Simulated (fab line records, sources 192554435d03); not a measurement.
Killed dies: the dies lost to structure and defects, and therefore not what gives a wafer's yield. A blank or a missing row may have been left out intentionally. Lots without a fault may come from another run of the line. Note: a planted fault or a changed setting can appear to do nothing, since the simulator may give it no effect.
fab line records	flow n5-finfet
record: lots: 13	wafers: 38	last-day: 18
route steps=1938 shown BEOL_M12@1657 BEOL_M13@1672 BEOL_M15@1830
lots with no fault: from the same line, run without faults
start-h: hours from the record's opening day to when the first of the lot's shown wafers began	wait-h: how many hours have passed since the lot's step before this one	" identical to the entry in the row above	L1.1+2: a single row standing in for several wafers	- no value present, or no start provided	* or withheld: withheld	< > ~ a bound
route shown NAME@n: a module of which the file shows steps, and the number in the route of the first	usual: average and standard deviation across the fault-free wafers	same: alike in all rows	chamber/n: place in a boat	sites: readings site by site	_std_site: their standard deviation	_edge_site: mean of outer sites minus mean of inner sites	radius-mm: for every site, how far away it sits from the centre of the wafer	mask NAME#n: copy n	behind: the last tool/chamber to shape the wafer	hold: cause of the lot's hold/its duration in hours/its outcome	device: which transistor (n, p or np) failed to switch	end of line: the same wafers' tests at the end of the route	for a step that has no rows: nothing shown but its recipe	killed: dies lost to structure and defects at the first sort, not the wafer's yield	map: the dies of a wafer, with x for killed, . for not killed, _ for no die there
set.NAME: the setting the step ran with; set.NAME@STEP: the setting that earlier step ran with	model.NAME: the simulator's own value behind a step, which no gauge read
route steps across a sampled set of lots; one table per step, one row per wafer
services: when a tool's chamber went out of use (start-h, in hours from the record's first day, below 0 if earlier), for how many hours, and the reason
== steps ==
step: N5_BEOL_M12_RS_MEAS_54
recipe: thk-meas-gauge: four-point-probe	reads: Cu_of_BEOL_M12_ECD_47+Ta_of_BEOL_M12_SPUTTER_44+TaN_of_BEOL_M12_SPUTTER_43
usual: M12_RS: 0.0602/0.00083
lot.wafer	tool	chamber	start-h	wait-h	M12_RS[ohm/sq]
L901.1	film-metro-02	-	255.43	0.0	0.0609
L901.2	"	-	"	"	0.0591
L901.3	"	-	"	"	0.0604
L902.1	film-metro-01	-	263.40	0.1	0.0600
L902.5	"	-	"	"	0.0604
L902.6	"	-	"	"	0.0600
L904.1	film-metro-01	-	267.80	0.0	0.0602
L904.5	"	-	"	"	0.0606
L904.6	"	-	"	"	0.0600
L905.3	film-metro-01	-	279.84	0.0	0.0597
L905.4	"	-	"	"	0.0606
L905.6	"	-	"	"	0.0598
L908.4	film-metro-01	-	296.27	0.0	0.0593
L908.6	"	-	"	"	0.0589
L916.1	film-metro-02	-	337.53	0.0	0.0605
L916.2	"	-	"	"	0.0591
L916.4	"	-	"	"	0.0608
L917.1	film-metro-01	-	356.30	0.0	0.0609
L917.2	"	-	"	"	0.0598
L917.3	"	-	"	"	0.0599
L919.1	film-metro-02	-	368.44	0.0	0.0612
L919.2	"	-	"	"	0.0600
L919.3	"	-	"	"	0.0600
L921.1	film-metro-01	-	369.00	0.0	0.0598
L921.4	"	-	"	"	0.0613
L921.6	"	-	"	"	0.0616
L920.3	film-metro-02	-	385.13	0.0	0.0603
L920.4	"	-	"	"	0.0606
L920.6	"	-	"	"	0.0599
L922.2	film-metro-02	-	388.82	0.0	0.0600
L922.3	"	-	"	"	0.0600
L922.6	"	-	"	"	0.0609
L923.1	film-metro-02	-	397.14	0.0	0.0591
L923.2	"	-	"	"	0.0608
L923.5	"	-	"	"	0.0595
L924.1	film-metro-01	-	403.94	0.0	0.0615
L924.4	"	-	"	"	0.0603
L924.6	"	-	"	"	0.0620
step: N5_BEOL_M13_DESCUM_15
recipe: chemistry: O2	time-s: 7.9	source-power-w: 50	bias-power-w: 20	pressure-mtorr: 20	rf-frequency-hz: 2.712e+07	temp-c: 40	o2-flow-sccm: 225
usual: drypump-motor-current-A: 5.7/0.35	oes-product-au: 0.78/0.082	rf-vpp-V: 242.9/1.6	showerhead-plenum-p-Torr: 2.07/0.086	throttle-valve-pct: 20.5/0.3
lot.wafer	tool	chamber	start-h	wait-h	drypump-motor-current-A	oes-product-au	rf-hours-counter-h	rf-vpp-V	showerhead-plenum-p-Torr	throttle-valve-pct
L901.1	rie-diel-05	0	256.16	0.0	6.2	0.72	185	241.1	2.07	20.4
L901.2	"	2	"	"	6.0	0.69	226	244.4	2.15	20.3
L901.3	"	3	"	"	5.6	0.89	37	241.8	2.04	20.2
L902.1	rie-diel-05	0	264.13	0.0	6.2	0.72	187	242.3	2.07	20.4
L902.5	"	0	"	"	6.2	0.72	-	244.4	2.07	20.4
L902.6	"	1	"	"	5.2	0.86	-	242.9	2.04	20.3
L904.1	rie-diel-06	0	268.59	0.0	5.7	0.79	131	245.5	2.18	20.5
L904.5	"	2	"	"	5.8	0.72	-	243.1	2.00	20.8
L904.6	"	3	"	"	5.3	0.94	-	245.2	2.22	20.0
L905.3	rie-diel-05	2	280.57	0.0	6.0	0.69	234	244.1	2.15	20.3
L905.4	"	0	"	"	6.2	0.71	192	243.3	2.07	20.4
L905.6	"	3	"	"	5.6	0.88	-	242.0	2.04	20.3
L908.4	rie-diel-05	3	297.40	0.6	5.6	0.86	-	243.3	2.03	20.3
L908.6	"	1	"	"	5.2	0.84	-	241.9	2.03	20.4
L916.1	rie-diel-05	1	338.26	0.0	5.2	0.81	70	242.3	2.03	20.4
L916.2	"	3	"	"	5.6	0.85	63	243.4	2.03	20.3
L916.4	"	0	"	"	6.1	0.69	-	243.0	2.07	20.4
L917.1	rie-diel-05	0	357.03	0.0	6.2	0.69	214	243.6	2.06	20.4
L917.2	"	1	"	"	5.2	0.81	79	242.9	2.03	20.4
L917.3	"	0	"	"	6.1	0.69	-	243.1	2.06	20.4
L919.1	rie-diel-02	2	369.17	0.0	5.4	0.72	171	241.7	2.00	20.4
L919.2	"	1	"	"	6.4	0.74	151	245.1	2.19	20.9
L919.3	"	0	"	"	5.4	0.87	36	242.5	2.13	20.1
L921.1	rie-diel-06	2	369.73	0.0	5.9	0.69	218	242.0	1.99	20.9
L921.4	"	1	"	"	5.9	0.72	192	241.1	1.92	21.0
L921.6	"	1	"	"	5.9	0.72	-	239.9	1.92	21.0
L920.3	rie-diel-05	2	385.79	0.0	6.0	0.95	8	244.0	2.14	19.9
L920.4	"	3	"	"	5.6	0.84	76	242.6	2.03	20.3
L920.6	"	1	"	"	5.2	0.80	-	240.0	2.02	20.4
L922.2	rie-diel-06	2	389.42	0.0	5.9	0.68	225	240.6	1.99	20.9
L922.3	"	1	"	"	6.0	0.71	198	241.1	1.92	21.0
L922.6	"	3	"	"	5.3	0.87	-	246.2	2.21	20.1
L923.1	rie-diel-05	1	397.93	0.0	5.2	0.80	92	241.9	2.02	20.4
L923.2	"	3	"	"	5.5	0.84	79	241.1	2.03	20.3
L923.5	"	2	"	"	6.0	0.93	-	243.2	2.14	19.9
L924.1	rie-diel-06	2	404.69	0.0	5.8	0.68	227	241.8	1.99	20.9
L924.4	"	3	"	"	5.4	0.86	66	245.1	2.21	20.1
L924.6	"	2	"	"	5.9	0.67	-	240.9	1.99	20.9
step: N5_BEOL_M13_ETCH_59
recipe: chemistry: N2/H2	target: BARC	target-depth-a: 890	overetch-a: 267	time-s: 67.9	ion-energy-ev: 200	pressure-mtorr: 30	source-w: 840	bias-w: 150	n2-flow-sccm: 200	h2-flow-sccm: 200
usual: drypump-motor-current-A: 5.7/0.35	oes-product-au: 0.66/0.067	rf-vpp-V: 523/3.1	showerhead-plenum-p-Torr: 2.52/0.11	throttle-valve-pct: 17.9/0.31
lot.wafer	tool	chamber	start-h	wait-h	drypump-motor-current-A	oes-product-au	rf-hours-counter-h	rf-vpp-V	showerhead-plenum-p-Torr	throttle-valve-pct
L901.1	rie-diel-05	0	256.20	0.0	6.1	0.61	185	524	2.52	17.9
L901.2	"	2	"	"	6.1	0.60	226	528	2.62	17.6
L901.3	"	3	"	"	5.6	0.76	37	522	2.49	17.8
L902.1	rie-diel-05	0	264.17	0.0	6.2	0.61	187	523	2.52	17.9
L902.5	"	0	"	"	6.2	0.60	-	525	2.52	17.9
L902.6	"	1	"	"	5.2	0.72	-	522	2.48	17.8
L904.1	rie-diel-06	0	268.63	0.0	5.7	0.68	131	527	2.66	18.0
L904.5	"	2	"	"	5.9	0.61	-	521	2.42	18.3
L904.6	"	3	"	"	5.3	0.78	-	528	2.69	17.4
L905.3	rie-diel-05	2	280.60	0.0	6.0	0.60	234	526	2.61	17.7
L905.4	"	0	"	"	6.2	0.60	192	523	2.52	17.9
L905.6	"	3	"	"	5.6	0.74	-	522	2.49	17.8
L908.4	rie-diel-05	3	297.44	0.0	5.6	0.74	-	523	2.48	17.9
L908.6	"	1	"	"	5.2	0.71	-	522	2.47	17.8
L916.1	rie-diel-05	1	338.29	0.0	5.2	0.69	70	521	2.47	17.9
L916.2	"	3	"	"	5.6	0.72	63	524	2.48	17.9
L916.4	"	0	"	"	6.2	0.60	-	523	2.52	18.0
L917.1	rie-diel-05	0	357.08	0.0	6.2	0.59	214	524	2.51	18.0
L917.2	"	1	"	"	5.2	0.68	79	522	2.46	17.9
L917.3	"	0	"	"	6.2	0.59	-	523	2.51	18.0
L919.1	rie-diel-02	2	369.20	0.0	5.5	0.63	171	521	2.43	17.8
L919.2	"	1	"	"	6.3	0.64	151	525	2.66	18.3
L919.3	"	0	"	"	5.4	0.74	36	526	2.58	17.5
L921.1	rie-diel-06	2	369.77	0.0	5.8	0.59	218	520	2.41	18.3
L921.4	"	1	"	"	5.9	0.61	192	518	2.33	18.3
L921.6	"	1	"	"	5.9	0.60	-	516	2.33	18.3
L920.3	rie-diel-05	2	385.83	0.0	6.0	0.80	8	527	2.60	17.2
L920.4	"	3	"	"	5.6	0.71	76	521	2.47	17.9
L920.6	"	1	"	"	5.2	0.67	-	522	2.46	17.9
L922.2	rie-diel-06	2	389.46	0.0	6.0	0.59	225	521	2.41	18.4
L922.3	"	1	"	"	6.0	0.61	198	517	2.32	18.3
L922.6	"	3	"	"	5.3	0.73	-	529	2.68	17.5
L923.1	rie-diel-05	1	397.97	0.0	5.2	0.67	92	522	2.46	17.9
L923.2	"	3	"	"	5.6	0.70	79	522	2.47	17.9
L923.5	"	2	"	"	6.1	0.78	-	525	2.60	17.2
L924.1	rie-diel-06	2	404.72	0.0	5.9	0.59	227	519	2.41	18.3
L924.4	"	3	"	"	5.3	0.73	66	528	2.68	17.5
L924.6	"	2	"	"	5.9	0.59	-	520	2.41	18.4
step: N5_BEOL_M13_EXPOSE_25
recipe: mask-id: M13	na: 0.93	source-shape: conventional	sigma-outer: 0.4	polarization: unpolarized	target-cd-nm: 210	dose-mj: 22
lot.wafer	tool	chamber	start-h	wait-h	mask
L901.1+2+3	krf-scanner-01	0	256.85	-	M13#0
L902.1+5+6	krf-scanner-02	0	264.94	-	M13#0
L904.1+5+6	krf-scanner-01	0	269.40	-	M13#0
L905.3+4+6	krf-scanner-02	0	281.39	-	M13#0
L908.4+6	krf-scanner-01	0	298.21	-	M13#0
L916.1+2+4	krf-scanner-02	0	339.07	-	M13#0
L917.1+2+3	krf-scanner-02	0	357.99	-	M13#0
L919.1+2+3	krf-scanner-02	0	370.06	-	M13#0
L921.1+4+6	krf-scanner-02	0	370.42	-	M13#0
L920.3+4+6	krf-scanner-01	0	386.61	-	M13#0
L922.2+3+6	krf-scanner-02	0	390.24	-	M13#0
L923.1+2+5	krf-scanner-01	0	398.75	-	M13#0
L924.1+4+6	krf-scanner-01	0	405.37	-	M13#0
step: N5_BEOL_M13_CD_MEAS_28
recipe: target-cd-nm: 209.5	landing-energy-ev: 500	detector: se-inlens
usual: cd-nm: 209.4/0.99
lot.wafer	tool	chamber	start-h	wait-h	cd-nm
L901.1	cd-sem-02	0	257.02	-	209.0
L901.2	"	0	"	"	209.1
L901.3	"	0	"	"	208.1
L902.1	cd-sem-02	0	265.12	-	210.7
L902.5	"	0	"	"	211.5
L902.6	"	0	"	"	211.1
L904.1	cd-sem-02	0	269.57	-	206.7
L904.5	"	0	"	"	207.5
L904.6	"	0	"	"	207.7
L905.3	cd-sem-03	0	281.56	-	210.9
L905.4	"	0	"	"	210.2
L905.6	"	0	"	"	209.5
L908.4	cd-sem-01	0	298.37	-	209.8
L908.6	"	0	"	"	247.3
L916.1	cd-sem-02	0	339.24	-	209.9
L916.2	"	0	"	"	210.1
L916.4	"	0	"	"	210.2
L917.1	cd-sem-03	0	358.16	-	211.7
L917.2	"	0	"	"	211.2
L917.3	"	0	"	"	210.6
L919.1	cd-sem-01	0	370.24	-	208.1
L919.2	"	0	"	"	209.2
L919.3	"	0	"	"	209.1
L921.1	cd-sem-02	0	370.59	-	209.1
L921.4	"	0	"	"	209.7
L921.6	"	0	"	"	209.3
L920.3	cd-sem-03	0	386.78	-	208.7
L920.4	"	0	"	"	207.9
L920.6	"	0	"	"	209.2
L922.2	cd-sem-01	0	390.40	-	210.3
L922.3	"	0	"	"	210.4
L922.6	"	0	"	"	210.3
L923.1	cd-sem-03	0	398.92	-	208.6
L923.2	"	0	"	"	208.2
L923.5	"	0	"	"	207.7
L924.1	cd-sem-02	0	405.55	-	209.9
L924.4	"	0	"	"	208.0
L924.6	"	0	"	"	208.9
step: N5_BEOL_M15_RC_MEAS_101
usual: COMB_M10: 1.6e-11/3.3e-12	COMB_M11: 1.5e-11/3e-12	COMB_M12: 7.1e-12/1.4e-12	COMB_M12_max_site: 9.8e-12/2.3e-12	COMB_M14: 4.3e-12/7.3e-13	COMB_M15: 3.1e-12/6.9e-13	COMB_M5: 3.7e-11/7.1e-12	COMB_M6: 2.5e-11/4.7e-12	COMB_M7: 2.6e-11/5.1e-12	COMB_M8: 2.6e-11/5.6e-12	COMB_M8_max_site: 3.7e-11/8.7e-12	COMB_M9: 1.6e-11/3.3e-12	SERP_M10: 3.07/0.073	SERP_M11: 3.07/0.068	SERP_M12: 0.641/0.015	SERP_M13: 0.309/0.0059	SERP_M13_max_site: 0.313/0.0062	SERP_M14: 0.161/0.003	SERP_M5: 38.3/1.4	SERP_M6: 13.9/0.42	SERP_M7: 13.8/0.44	SERP_M8: 13.8/0.49	SERP_M9: 3.06/0.063
lot.wafer	tool	chamber	start-h	wait-h	COMB_M10[S/m]	COMB_M11[S/m]	COMB_M12[S/m]	COMB_M12_max_site[S/m]	COMB_M14[S/m]	COMB_M15[S/m]	COMB_M5[S/m]	COMB_M6[S/m]	COMB_M7[S/m]	COMB_M8[S/m]	COMB_M8_max_site[S/m]	COMB_M9[S/m]	SERP_M10[ohm/um]	SERP_M11[ohm/um]	SERP_M12[ohm/um]	SERP_M13[ohm/um]	SERP_M13_max_site[ohm/um]	SERP_M14[ohm/um]	SERP_M5[ohm/um]	SERP_M6[ohm/um]	SERP_M7[ohm/um]	SERP_M8[ohm/um]	SERP_M9[ohm/um]
L901.1	prober-02	0	272.63	0.0	2.1e-11	1.47e-11	6.9e-12	9e-12	4.9e-12	4.4e-12	4.3e-11	2.7e-11	2.3e-11	2.8e-11	3.4e-11	1.9e-11	3.15	2.95	0.636	0.308	0.311	0.155	37.0	14.2	13.1	14.7	3.01
L901.2	"	0	"	"	2.1e-11	1.32e-11	8.4e-12	1.48e-11	5.6e-12	3.4e-12	3.2e-11	1.9e-11	2.1e-11	3.5e-11	5.1e-11	2.2e-11	3.04	3.08	0.616	0.311	0.313	0.159	37.5	14.2	13.6	14.1	3.02
L901.3	"	0	"	"	2.1e-11	1.43e-11	6.8e-12	8.1e-12	4.4e-12	3.7e-12	3.8e-11	3.2e-11	2.6e-11	2.8e-11	4.1e-11	1.7e-11	3.13	2.95	0.624	0.319	0.325	0.164	38.2	14.0	13.5	13.2	3.12
L902.1	prober-02	0	280.36	0.0	1.4e-11	1.19e-11	7.6e-12	1.01e-11	4.4e-12	2.5e-12	3.5e-11	2.8e-11	2.5e-11	2.6e-11	3.6e-11	1e-11	3.13	3.20	0.640	0.308	0.313	0.164	38.3	13.4	13.7	13.0	2.90
L902.5	"	0	"	"	2.1e-11	1.31e-11	7.7e-12	1.14e-11	4.4e-12	4.7e-12	3e-11	3.2e-11	2.6e-11	3.2e-11	4.2e-11	2.1e-11	3.12	3.19	0.637	0.295	0.298	0.164	38.9	13.5	14.3	13.4	2.99
L902.6	"	0	"	"	1.6e-11	1.12e-11	7.3e-12	1.27e-11	5.1e-12	3.1e-12	3e-11	2.9e-11	3.3e-11	4e-11	5.4e-11	2e-11	3.11	3.17	0.652	0.315	0.316	0.158	42.7	13.2	14.4	13.5	3.12
L904.1	prober-02	0	285.28	0.0	2.4e-11	1.26e-11	9.1e-12	1.09e-11	3.4e-12	4.1e-12	3.6e-11	2.9e-11	3.6e-11	2e-11	2.7e-11	1.7e-11	2.96	3.17	0.658	0.326	0.327	0.156	37.8	14.4	14.2	13.9	3.02
L904.5	"	0	"	"	1.9e-11	1.19e-11	8e-12	1.28e-11	4.4e-12	4e-12	2.6e-11	2.3e-11	2.7e-11	2.3e-11	2.9e-11	1.2e-11	3.03	3.08	0.636	0.320	0.326	0.153	37.8	13.8	14.5	14.5	3.01
L904.6	"	0	"	"	1.9e-11	1.09e-11	6.4e-12	9e-12	5.5e-12	3.4e-12	2.7e-11	2.1e-11	2.9e-11	2.6e-11	3e-11	1.7e-11	3.06	3.11	0.637	0.317	0.320	0.162	37.9	14.5	14.0	14.3	3.13
L905.3	prober-02	0	304.55	0.3	1.4e-11	1.05e-11	5.9e-12	7.7e-12	4.3e-12	2.9e-12	3.2e-11	2.8e-11	3.1e-11	3.1e-11	5.7e-11	1.2e-11	3.09	3.11	0.624	0.310	0.312	0.155	35.1	14.0	14.8	14.0	3.21
L905.4	"	0	"	"	1.8e-11	1.18e-11	6.9e-12	9.1e-12	3.4e-12	4.6e-12	4.3e-11	2.8e-11	2.3e-11	3.1e-11	4.6e-11	1.8e-11	3.02	3.12	0.635	0.303	0.307	0.163	39.0	14.6	15.2	14.5	3.06
L905.6	"	0	"	"	2.3e-11	1.46e-11	6.8e-12	9.9e-12	3.7e-12	4.2e-12	3.9e-11	2.5e-11	2.5e-11	2e-11	3.8e-11	1.7e-11	3.15	3.15	0.619	0.311	0.316	0.161	37.7	13.9	14.3	14.0	3.23
L908.4	prober-02	0	314.88	0.5	1.6e-11	1.68e-11	7.3e-12	1.16e-11	3.9e-12	2.9e-12	3.9e-11	2e-11	2e-11	3.4e-11	4.3e-11	1.8e-11	3.03	3.03	0.621	0.303	0.304	0.159	38.4	13.6	13.7	14.5	3.10
L908.6	"	0	"	"	1.5e-11	1.68e-11	5.8e-12	7.7e-12	4.5e-12	3e-12	5.3e-11	2.5e-11	2.9e-11	2.3e-11	2.7e-11	1.9e-11	3.09	3.04	0.626	0.243	0.247	0.156	37.5	13.7	14.6	13.9	3.11
L916.1	prober-01	0	352.28	0.0	1.6e-11	1.78e-11	6.9e-12	7.6e-12	4.7e-12	2.3e-12	3.5e-11	3.4e-11	2e-11	2.5e-11	5.1e-11	1.5e-11	3.11	3.12	0.665	0.311	0.316	0.159	38.7	13.6	13.7	14.9	3.01
L916.2	"	0	"	"	1.2e-11	1.44e-11	7.1e-12	1.05e-11	4.5e-12	3.6e-12	2.6e-11	2.2e-11	2.9e-11	2.1e-11	3.9e-11	1.6e-11	3.10	2.99	0.623	0.312	0.316	0.163	36.7	14.0	13.7	13.9	2.94
L916.4	"	0	"	"	1.4e-11	1.29e-11	7.4e-12	8.1e-12	3.6e-12	2.5e-12	3.4e-11	2.4e-11	2.6e-11	2.4e-11	3e-11	1.6e-11	3.00	3.03	0.650	0.304	0.305	0.166	38.7	13.4	14.0	13.9	3.04
L917.1	prober-02	0	385.40	0.0	1e-11	1.54e-11	6.1e-12	8.1e-12	5.1e-12	3e-12	4e-11	2.6e-11	2.2e-11	2.8e-11	3.9e-11	1.9e-11	3.06	3.11	0.648	0.307	0.311	0.161	40.3	14.2	14.2	13.6	3.04
L917.2	"	0	"	"	8e-12	1.66e-11	7.3e-12	1.2e-11	4e-12	3.5e-12	4.6e-11	2.7e-11	3.8e-11	2.5e-11	4.1e-11	1.6e-11	3.13	3.09	0.635	0.309	0.311	0.160	38.5	14.3	13.7	13.2	3.03
L917.3	"	0	"	"	1.1e-11	1.33e-11	6.3e-12	7.9e-12	4.1e-12	3.6e-12	3.8e-11	3.1e-11	2.7e-11	2.2e-11	3e-11	1.5e-11	3.10	3.10	0.632	0.307	0.316	0.164	37.3	14.7	14.1	13.2	3.04
L919.1	prober-01	0	399.79	0.0	1.5e-11	1.13e-11	5.4e-12	8.1e-12	4e-12	3e-12	3e-11	2.6e-11	3.1e-11	1.8e-11	3.8e-11	1.4e-11	3.02	3.14	0.659	0.314	0.316	0.162	39.0	13.6	14.1	13.6	3.17
L919.2	"	0	"	"	1.1e-11	1.94e-11	7e-12	1.35e-11	3.5e-12	1.7e-12	3.2e-11	2.4e-11	3.2e-11	2.6e-11	4.7e-11	1.6e-11	3.09	3.08	0.641	0.317	0.323	0.157	40.5	13.6	14.4	14.0	3.08
L919.3	"	0	"	"	1.3e-11	1.41e-11	6.5e-12	7.4e-12	4e-12	1.8e-12	3.5e-11	2.4e-11	1.8e-11	2.3e-11	3.2e-11	1.6e-11	3.08	3.13	0.643	0.311	0.315	0.157	37.7	14.3	13.5	13.8	3.07
L921.1	prober-02	0	400.53	0.0	1.5e-11	1.44e-11	6.5e-12	8.6e-12	3.2e-12	3e-12	4.3e-11	2.4e-11	3.3e-11	2.9e-11	3.5e-11	1.5e-11	3.10	3.09	0.648	0.306	0.308	0.160	38.8	14.6	14.0	13.7	3.12
L921.4	"	0	"	"	1.3e-11	1.85e-11	7.8e-12	1.03e-11	4.9e-12	2.3e-12	3.6e-11	2.6e-11	2.6e-11	2.7e-11	4.4e-11	2.6e-11	3.03	3.07	0.663	0.301	0.303	0.162	39.8	13.8	13.3	14.1	2.99
L921.6	"	0	"	"	1.3e-11	1.64e-11	8.5e-12	1.23e-11	3.1e-12	2.8e-12	3.8e-11	2e-11	2.6e-11	2.2e-11	3.1e-11	1.9e-11	3.12	3.17	0.672	0.317	0.320	0.156	41.0	14.1	13.3	14.1	3.01
L920.3	prober-02	0	410.21	0.3	1.9e-11	1.39e-11	5e-12	8.2e-12	5.6e-12	3.4e-12	3e-11	3e-11	2.1e-11	2.2e-11	2.6e-11	1.3e-11	3.21	2.89	0.633	0.322	0.326	0.163	40.0	14.0	14.2	13.4	3.11
L920.4	"	0	"	"	1.9e-11	1.16e-11	7.3e-12	1.04e-11	4.4e-12	3.7e-12	3.7e-11	2.4e-11	3.3e-11	3.2e-11	4.1e-11	1.2e-11	3.10	2.93	0.640	0.310	0.312	0.161	39.1	13.9	14.0	14.1	3.05
L920.6	"	0	"	"	2.2e-11	1.78e-11	8.7e-12	1.32e-11	5.2e-12	3.5e-12	2.8e-11	2.6e-11	3.4e-11	2e-11	2.8e-11	1.7e-11	3.12	3.03	0.640	0.307	0.312	0.161	37.9	14.4	14.5	13.7	3.10
L922.2	prober-01	0	411.79	0.2	2.2e-11	1.91e-11	6.9e-12	9.7e-12	3.6e-12	2.6e-12	2.7e-11	3.6e-11	2.6e-11	1.8e-11	2.8e-11	1.4e-11	3.10	3.13	0.635	0.311	0.316	0.160	37.7	13.8	13.6	13.3	3.10
L922.3	"	0	"	"	1.7e-11	1.83e-11	6.7e-12	7.8e-12	4.1e-12	4.1e-12	3.2e-11	2.2e-11	2.8e-11	2.3e-11	3.1e-11	1.5e-11	3.14	3.08	0.639	0.313	0.314	0.161	37.6	14.2	13.7	13.0	3.08
L922.6	"	0	"	"	1.8e-11	2.15e-11	6e-12	9.4e-12	4.4e-12	2.3e-12	4.2e-11	2.4e-11	2.6e-11	1.6e-11	2.2e-11	2e-11	3.04	3.13	0.637	0.304	0.306	0.161	36.8	13.4	13.5	13.2	3.06
L923.1	prober-02	0	415.02	0.0	1.6e-11	1.01e-11	4.9e-12	6.7e-12	5.4e-12	2.8e-12	3.2e-11	2.5e-11	2e-11	2.6e-11	3.8e-11	1.9e-11	3.07	3.07	0.633	0.314	0.318	0.163	39.5	13.5	13.7	13.7	3.06
L923.2	"	0	"	"	1.2e-11	1.31e-11	6.5e-12	9.4e-12	5.1e-12	2.5e-12	3.3e-11	2e-11	2.2e-11	3.2e-11	5.2e-11	1.7e-11	3.17	3.02	0.651	0.309	0.314	0.160	38.8	13.9	13.1	13.7	2.99
L923.5	"	0	"	"	1.5e-11	1.37e-11	7.5e-12	9e-12	5.3e-12	3.1e-12	2.9e-11	2.9e-11	2.3e-11	2.5e-11	4.2e-11	1.7e-11	3.04	2.97	0.645	0.316	0.318	0.159	38.6	14.2	13.2	13.5	2.98
L924.1	prober-01	0	421.35	0.0	1.9e-11	2.45e-11	6.5e-12	8.4e-12	4.8e-12	1.9e-12	3.9e-11	3.3e-11	2.5e-11	2.1e-11	3.5e-11	1.2e-11	3.05	3.06	0.666	0.300	0.305	0.162	37.6	13.7	14.3	13.1	3.02
L924.4	"	0	"	"	1.8e-11	1.58e-11	7.5e-12	1.01e-11	3.6e-12	3.6e-12	3.6e-11	2.8e-11	3.3e-11	2.4e-11	3.7e-11	1.5e-11	3.14	2.98	0.633	0.310	0.312	0.160	40.1	13.8	14.1	13.3	3.00
L924.6	"	0	"	"	1.5e-11	1.62e-11	6.1e-12	9.2e-12	4.9e-12	2.4e-12	2.5e-11	2.3e-11	2.9e-11	2.5e-11	3.5e-11	1.5e-11	3.08	3.16	0.665	0.314	0.317	0.161	37.3	14.3	14.1	13.6	3.10
sites SERP_M13 radius-mm=0,75,75,75,75,140,140,140,140
L901.1 0.302 0.308 0.306 0.311 0.309 0.304 0.311 0.306 0.309
L902.1 0.306 0.310 0.309 0.313 0.308 0.306 0.307 0.308 0.305
L904.1 0.322 0.326 0.325 0.326 0.326 0.325 0.323 0.326 0.327
L905.3 0.305 0.305 0.310 0.308 0.308 0.311 0.310 0.310 0.312
L908.4 0.304 0.304 0.301 0.304 0.303 0.300 0.299 0.304 0.302
L916.1 0.316 0.313 0.314 0.315 0.311 0.305 0.309 0.307 0.304
L917.1 0.309 0.307 0.304 0.309 0.311 0.304 0.303 0.304 0.308
L919.1 0.315 0.313 0.315 0.314 0.316 0.314 0.311 0.312 0.312
L921.1 0.307 0.306 0.307 0.308 0.307 0.304 0.305 0.306 0.304
L920.3 0.320 0.318 0.325 0.320 0.321 0.324 0.322 0.326 0.322
L922.2 0.309 0.310 0.315 0.312 0.311 0.311 0.311 0.316 0.314
L923.1 0.312 0.311 0.314 0.316 0.313 0.312 0.317 0.318 0.315
L924.1 0.300 0.304 0.302 0.302 0.305 0.300 0.296 0.295 0.300
== services ==
tool	chamber	start-h	hours	kind
rie-diel-02	1	234.79	10.1	repair
krf-scanner-01	-	237.79	10.5	repair
krf-scanner-02	0	239.31	-	calibration
krf-scanner-02	-	252.28	1.0	pm
rie-diel-05	0	290.58	14.1	repair
krf-scanner-01	-	298.91	1.0	pm
krf-scanner-02	-	301.49	1.3	pm
krf-scanner-01	0	307.60	-	calibration
krf-scanner-02	-	314.50	1.8	repair
krf-scanner-01	-	317.14	1.3	pm
rie-diel-06	2	323.89	4.5	repair
krf-scanner-02	-	325.35	6.2	repair
rie-diel-05	2	335.81	-	clean
rie-diel-05	2	335.81	-	consumable-replace:focus-ring
rie-diel-05	2	335.81	25.0	scheduled-down
rie-diel-05	2	335.81	25.0	vent-cycle
krf-scanner-01	-	345.05	0.8	pm
rie-diel-02	1	351.37	14.6	repair
rie-diel-05	3	356.99	15.0	repair
krf-scanner-02	-	367.65	0.8	pm
rie-diel-05	1	391.04	3.1	repair
rie-diel-05	0	394.11	18.5	repair
krf-scanner-02	0	398.10	-	calibration
krf-scanner-02	-	404.21	1.3	repair
== key ==
first-sign: step: N5_BEOL_M13_CD_MEAS_28	reading: cd-nm	direction: up	sigmas: 38	usual: 209.4	struck: 247.3
effect: step: N5_BEOL_M15_RC_MEAS_101	reading: SERP_M13	direction: down	sigmas: 11	usual: 0.309	struck: 0.243
met-at N5_BEOL_M13_EXPOSE_25
struck-lots L908
struck-wafers L908.6
sort-left-out L908.6
not-acting-at N5_BEOL_M12_RS_MEAS_54,N5_BEOL_M13_DESCUM_15,N5_BEOL_M13_ETCH_59
onset-between 269.40 298.21
fault: kind: process-parameter-drift	tool: krf-scanner-01	chamber: -	onset-h: 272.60	steps: N5_BEOL_M13_EXPOSE_25	channel: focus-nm	offset: 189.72	shape: step	end-h: 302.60	scope: struck-wafers-only
sort-left-out: the simulated sort isn't trusted on such a fault, so these wafers' sort isn't shown, and their yield isn't known
